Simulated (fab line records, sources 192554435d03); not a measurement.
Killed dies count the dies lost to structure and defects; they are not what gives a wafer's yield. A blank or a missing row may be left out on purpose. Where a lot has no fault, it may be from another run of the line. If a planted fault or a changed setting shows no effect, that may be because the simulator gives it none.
fab line records	flow n5Finfet	part 2 of 2: steps 5 to 6 of 6
record: lots: 24	wafers: 72	lastDay: 17
route steps=1938 shown BEOL_M8@1377 BEOL_M9@1404
lots that met no fault: from a run of the same line without faults
startH: start of the lot's first displayed wafer, in hours after the record's first day	waitH: time in hours since the lot's previous step	" the same as in the row above	L1.1+2: a single row standing in for several wafers	- value missing, or start not given	* or withheld: withheld	< > ~ a bound
route shown NAME@n: a module of which the file shows steps, and the number in the route of the first	usual: average and standard deviation across the fault-free wafers	same: alike in all rows	chamber/n: place in a boat	sites: per-site readings	_std_site: standard deviation of those values	_edge_site: the outer-site mean with the inner-site mean subtracted	radiusMm: how far each site lies from the wafer's centre	mask NAME#n: copy n	behind: tool/chamber where the wafer was last shaped	hold: what put the lot on hold/how long, in hours/how the hold closed	device: which transistor (n, p or np) failed to switch	end of line: the route-end tests of the same wafers	where a step has no rows: the recipe by itself	killed: the dies lost at the first sort to structure and to defects; this is not the yield of the wafer	map: a wafer's dies, x killed, . not, _ none there
set.NAME: the setting that was run; set.NAME@STEP: the one run at that earlier step	model.NAME: the simulator's own value behind a step, which no gauge read
the route's steps for a sample of lots (tables are steps, rows are wafers)
services: from which hour (startH, from the record's first day; less than 0 if before it) a tool's chamber was out of use, for how many hours, and why
== steps ==
step: N5_BEOL_M9_PECVD_70
recipe: material: SiO2	targetThkA: 200	tempC: 400	precursor: TEOS/O2	pressureTorr: 5.5	rfW: 450	teosFlowSccm: 53.8	gas: O2	flowSccm: 3000	timeS: 22.7
usual: heaterPowerW: 679/65	showerheadPlenumPTorr: 8.76/0.065	throttleValvePct: 21.7/0.69
lot.wafer	tool	chamber	startH	waitH	heaterPowerW	showerheadPlenumPTorr	throttleValvePct
L075.2	pecvd-02	2	209.64	0.0	630	8.82	20.8
L075.5	"	1	"	"	706	8.74	21.8
L075.6	"	2	"	"	632	8.84	20.9
L074.2	pecvd-02	0	213.82	0.0	777	8.66	22.4
L074.4	"	0	"	"	805	8.66	22.5
L074.6	"	2	"	"	602	8.81	20.6
L076.3	pecvd-03	0	219.30	0.0	619	8.88	21.0
L076.4	"	0	"	"	627	8.89	21.5
L076.5	"	1	"	"	676	8.67	21.1
L077.1	pecvd-02	2	226.08	0.0	573	8.82	20.8
L077.2	"	1	"	"	662	8.75	22.0
L077.5	"	2	"	"	566	8.85	20.9
L080.2	pecvd-01	0	229.48	0.0	682	8.74	22.4
L080.4	"	2	"	"	617	8.73	20.7
L080.5	"	1	"	"	694	8.78	21.8
L078.1	pecvd-02	0	230.28	0.0	778	8.68	22.5
L078.4	"	2	"	"	618	8.82	20.9
L078.6	"	1	"	"	705	8.74	22.0
L079.2	pecvd-02	1	236.56	0.0	716	8.73	21.6
L079.4	"	0	"	"	652	8.66	22.2
L079.6	"	1	"	"	723	8.75	21.7
L081.4	pecvd-01	2	251.40	0.1	746	8.72	20.7
L081.5	"	0	"	"	596	8.76	22.0
L081.6	"	2	"	"	759	8.73	20.7
L083.3	pecvd-01	0	255.11	0.1	680	8.77	22.1
L083.4	"	2	"	"	748	8.75	21.0
L083.6	"	2	"	"	760	8.74	20.9
L082.3	pecvd-02	2	258.40	0.0	605	8.82	20.9
L082.5	"	2	"	"	598	8.85	20.9
L082.6	"	0	"	"	749	8.67	22.7
L085.2	pecvd-02	2	266.13	0.0	673	8.83	20.9
L085.3	"	0	"	"	682	8.67	22.5
L085.6	"	2	"	"	660	8.81	20.9
L086.2	pecvd-02	0	279.70	0.0	770	8.67	22.5
L086.3	"	2	"	"	549	8.84	20.7
L086.6	"	0	"	"	742	8.68	22.6
L084.1	pecvd-03	0	280.62	0.0	647	8.86	21.4
L084.3	"	2	"	"	794	8.79	22.8
L084.4	"	2	"	"	772	8.78	22.4
L087.2	pecvd-03	1	286.46	0.0	586	8.69	21.0
L087.4	"	2	"	"	741	8.77	22.6
L087.6	"	1	"	"	576	8.70	20.9
L089.1	pecvd-03	2	306.32	0.0	801	8.76	22.8
L089.4	"	2	"	"	815	8.79	22.6
L089.6	"	0	"	"	570	8.89	21.3
L088.2	pecvd-01	2	307.15	0.0	747	8.75	20.9
L088.4	"	2	"	"	731	8.75	21.3
L088.6	"	0	"	"	672	8.73	22.2
L090.2	pecvd-02	2	315.62	0.0	553	8.84	20.7
L090.4	"	1	"	"	700	8.74	21.9
L090.6	"	0	"	"	760	8.67	22.7
L091.3	pecvd-03	1	319.14	0.0	688	8.69	21.1
L091.4	"	2	"	"	781	8.77	22.9
L091.6	"	1	"	"	689	8.68	20.9
L093.4	pecvd-02	1	321.73	0.1	654	8.74	22.2
L093.5	"	2	"	"	591	8.82	21.2
L093.6	"	0	"	"	664	8.68	22.7
L094.1	pecvd-02	2	326.94	0.0	579	8.84	20.8
L094.4	"	0	"	"	726	8.67	22.7
L094.6	"	2	"	"	603	8.81	20.9
L092.1	pecvd-03	0	331.15	0.0	636	8.87	21.3
L092.3	"	2	"	"	771	8.78	22.8
L092.4	"	2	"	"	796	8.76	22.7
L095.2	pecvd-01	2	333.51	0.0	630	8.74	20.9
L095.5	"	1	"	"	697	8.79	21.7
L095.6	"	2	"	"	638	8.73	21.2
L096.2	pecvd-01	2	338.73	0.0	706	8.74	21.2
L096.4	"	1	"	"	738	8.82	21.8
L096.5	"	0	"	"	644	8.77	22.1
L097.2	pecvd-03	2	341.28	0.0	773	8.75	22.9
L097.5	"	2	"	"	775	8.77	22.8
L097.6	"	0	"	"	633	8.90	21.2
step: N5_BEOL_M9_STRIP_19
recipe: chemistry: O2	powerW: 400	tempC: 40	pressureMtorr: 30	rfFrequencyHz: 6e+07	biasPowerW: 0	overashFraction: 0.2	o2FlowSccm: 225
usual: chamberPressureMTorr: 30.00/0.036	drypumpMotorCurrentA: 5.9/0.31	oesProductAu: 0.78/0.075	rfVppV: 3.6/0.57	showerheadPlenumPTorr: 2.09/0.057	throttleValvePct: 16.65/0.22
lot.wafer	tool	chamber	startH	waitH	chamberPressureMTorr	drypumpMotorCurrentA	oesProductAu	rfHoursCounterH	rfVppV	showerheadPlenumPTorr	throttleValvePct
L075.2	rieDiel-05	3	212.11	0.4	29.98	6.1	0.73	190	2.6	2.14	16.66
L075.5	"	2	"	"	29.99	5.7	0.87	-	3.9	2.07	16.57
L075.6	"	3	"	"	29.98	6.1	0.74	-	3.7	2.14	16.67
L074.2	rieDiel-02	1	216.49	0.2	29.99	6.6	0.69	186	3.5	2.04	16.64
L074.4	"	2	"	"	29.97	6.2	0.95	6	3.9	2.25	16.53
L074.6	"	1	"	"	30.00	6.5	0.69	-	3.7	2.04	16.66
L076.3	rieDiel-01	1	221.99	0.1	30.02	6.2	0.76	141	4.7	2.07	16.42
L076.4	"	2	"	"	29.99	5.6	0.87	42	3.1	2.11	16.30
L076.5	"	0	"	"	30.07	6.1	0.92	-	4.6	2.13	16.21
L077.1	rieDiel-05	0	227.91	0.1	29.98	5.6	0.75	211	4.0	2.06	16.77
L077.2	"	1	"	"	30.00	5.6	0.77	156	3.2	2.02	16.94
L077.5	"	3	"	"	29.99	6.1	0.73	-	4.9	2.14	16.68
L080.2	rieDiel-05	2	233.99	0.1	30.00	5.7	0.87	57	4.0	2.06	16.57
L080.4	"	0	"	"	29.99	5.6	0.75	212	3.8	2.06	16.80
L080.5	"	1	"	"	30.01	5.5	0.78	-	3.6	2.02	16.99
L078.1	rieDiel-05	0	234.28	0.1	30.00	5.6	0.75	213	3.9	2.06	16.80
L078.4	"	2	"	"	30.03	5.7	0.86	57	3.4	2.06	16.56
L078.6	"	3	"	"	30.03	6.1	0.73	-	3.5	2.14	16.68
L079.2	rieDiel-02	3	239.36	0.2	29.95	6.1	0.94	22	4.0	2.13	16.74
L079.4	"	1	"	"	30.01	6.5	0.70	190	2.6	2.04	16.66
L079.6	"	1	"	"	29.97	6.5	0.69	-	2.8	2.04	16.66
L081.4	rieDiel-05	2	253.01	0.1	29.95	5.7	0.84	63	4.1	2.06	16.58
L081.5	"	2	"	"	30.01	5.7	0.84	-	3.7	2.06	16.57
L081.6	"	3	"	"	29.98	6.1	0.71	-	3.6	2.14	16.69
L083.3	rieDiel-01	0	256.43	0.1	30.02	6.1	0.90	28	2.7	2.12	16.24
L083.4	"	2	"	"	30.04	5.6	0.85	51	2.4	2.11	16.32
L083.6	"	1	"	"	30.03	6.2	0.74	-	4.0	2.07	16.43
L082.3	rieDiel-02	2	259.63	0.1	29.97	6.1	0.93	18	3.6	2.25	16.55
L082.5	"	3	"	"	30.00	6.1	0.92	-	3.8	2.13	16.75
L082.6	"	0	"	"	30.03	5.6	0.70	-	3.7	2.16	16.81
L085.2	rieDiel-01	3	268.51	0.1	30.02	5.9	0.72	201	2.7	2.01	16.91
L085.3	"	1	"	"	29.99	6.2	0.75	153	2.8	2.07	16.44
L085.6	"	1	"	"	29.97	6.3	0.76	-	3.6	2.07	16.44
L086.2	rieDiel-02	3	282.84	0.2	29.94	6.1	0.91	35	3.4	2.12	16.77
L086.3	"	2	"	"	30.03	6.1	0.92	26	3.4	2.25	16.56
L086.6	"	3	"	"	30.03	6.1	0.92	-	4.0	2.12	16.76
L084.1	rieDiel-01	0	283.06	0.2	29.99	6.1	0.88	36	4.3	2.12	16.26
L084.3	"	1	"	"	30.07	6.2	0.75	158	2.6	2.07	16.44
L084.4	"	1	"	"	29.98	6.2	0.75	-	3.5	2.07	16.45
L087.2	rieDiel-05	0	287.88	0.1	29.99	5.5	0.73	229	4.6	2.05	16.83
L087.4	"	1	"	"	30.01	5.5	0.76	174	2.9	2.02	17.01
L087.6	"	2	"	"	29.98	5.7	0.84	-	3.9	2.06	16.59
L089.1	rieDiel-05	3	308.65	0.1	30.09	6.1	0.71	217	3.2	2.14	16.71
L089.4	"	1	"	"	29.92	5.5	0.75	179	3.4	2.02	17.00
L089.6	"	3	"	"	29.97	6.1	0.71	-	3.3	2.13	16.72
L088.2	rieDiel-05	1	309.09	0.1	29.93	5.6	0.76	179	4.5	2.02	17.02
L088.4	"	3	"	"	30.05	6.1	0.71	218	3.6	2.14	16.72
L088.6	"	0	"	"	30.03	5.5	0.74	-	3.2	2.05	16.86
L090.2	rieDiel-02	2	318.71	0.2	30.00	6.1	0.89	35	3.2	2.24	16.57
L090.4	"	1	"	"	30.04	6.5	0.69	210	3.2	2.03	16.70
L090.6	"	0	"	"	30.02	5.6	0.70	-	4.2	2.15	16.81
L091.3	rieDiel-02	0	320.74	0.2	29.99	5.6	0.69	224	3.7	2.15	16.84
L091.4	"	1	"	"	30.00	6.6	0.69	211	3.8	2.03	16.69
L091.6	"	3	"	"	30.00	6.1	0.89	-	2.9	2.12	16.77
L093.4	rieDiel-01	1	323.86	0.1	29.94	6.2	0.74	170	2.6	2.06	16.46
L093.5	"	2	"	"	30.02	5.6	0.83	-	3.0	2.10	16.33
L093.6	"	3	"	"	29.96	5.9	0.72	-	3.3	2.00	16.91
L094.1	rieDiel-01	0	328.61	0.1	30.03	6.1	0.86	50	4.6	2.12	16.28
L094.4	"	2	"	"	29.96	5.6	0.83	74	3.3	2.10	16.36
L094.6	"	1	"	"	29.93	6.2	0.73	-	2.9	2.06	16.46
L092.1	rieDiel-01	0	333.00	0.1	29.91	6.1	0.86	51	3.5	2.12	16.30
L092.3	"	3	"	"	30.05	5.9	0.71	219	3.4	2.00	16.93
L092.4	"	1	"	"	30.00	6.2	0.73	173	4.1	2.06	16.46
L095.2	rieDiel-05	3	336.26	0.1	29.99	6.1	0.70	226	4.1	2.13	16.73
L095.5	"	0	"	"	30.01	5.6	0.73	-	3.2	2.05	16.84
L095.6	"	1	"	"	30.00	5.5	0.75	-	3.9	2.01	17.02
L096.2	rieDiel-05	1	340.05	0.1	29.97	5.5	0.75	188	3.5	2.01	17.02
L096.4	"	3	"	"	29.98	6.1	0.69	228	4.2	2.13	16.73
L096.5	"	0	"	"	30.03	5.6	0.72	-	3.4	2.05	16.86
L097.2	rieDiel-01	2	343.10	0.1	29.99	5.6	0.82	78	4.0	2.10	16.38
L097.5	"	1	"	"	30.01	6.2	0.74	-	4.4	2.06	16.48
L097.6	"	2	"	"	30.00	5.6	0.84	-	3.9	2.10	16.38
== services ==
tool	chamber	startH	hours	kind
rieDiel-02	1	179.29	2.0	repair
rieDiel-02	0	186.27	8.8	repair
pecvd-02	2	186.72	8.7	repair
pecvd-01	-	191.73	2.8	pm
rieDiel-05	1	197.71	7.7	repair
rieDiel-03	1	203.54	3.0	repair
pecvd-03	-	206.11	2.8	pm
pecvd-02	0	208.82	4.3	repair
pecvd-01	-	214.00	0.6	repair
rieDiel-06	-	225.12	1.1	repair
rieDiel-02	1	230.86	7.7	repair
rieDiel-02	2	237.49	1.5	repair
pecvd-03	-	246.54	6.0	pm
rieDiel-04	3	261.32	-	clean
rieDiel-04	3	261.32	-	consumableReplace:focusRing
pecvd-01	0	264.28	6.5	repair
rieDiel-01	-	271.14	0.8	repair
rieDiel-04	-	273.17	0.6	repair
rieDiel-04	1	300.68	13.4	repair
rieDiel-05	2	301.90	1.7	repair
pecvd-03	1	303.83	6.1	repair
pecvd-02	2	311.80	1.7	repair
rieDiel-04	0	318.84	5.6	repair
rieDiel-06	3	325.95	5.6	repair
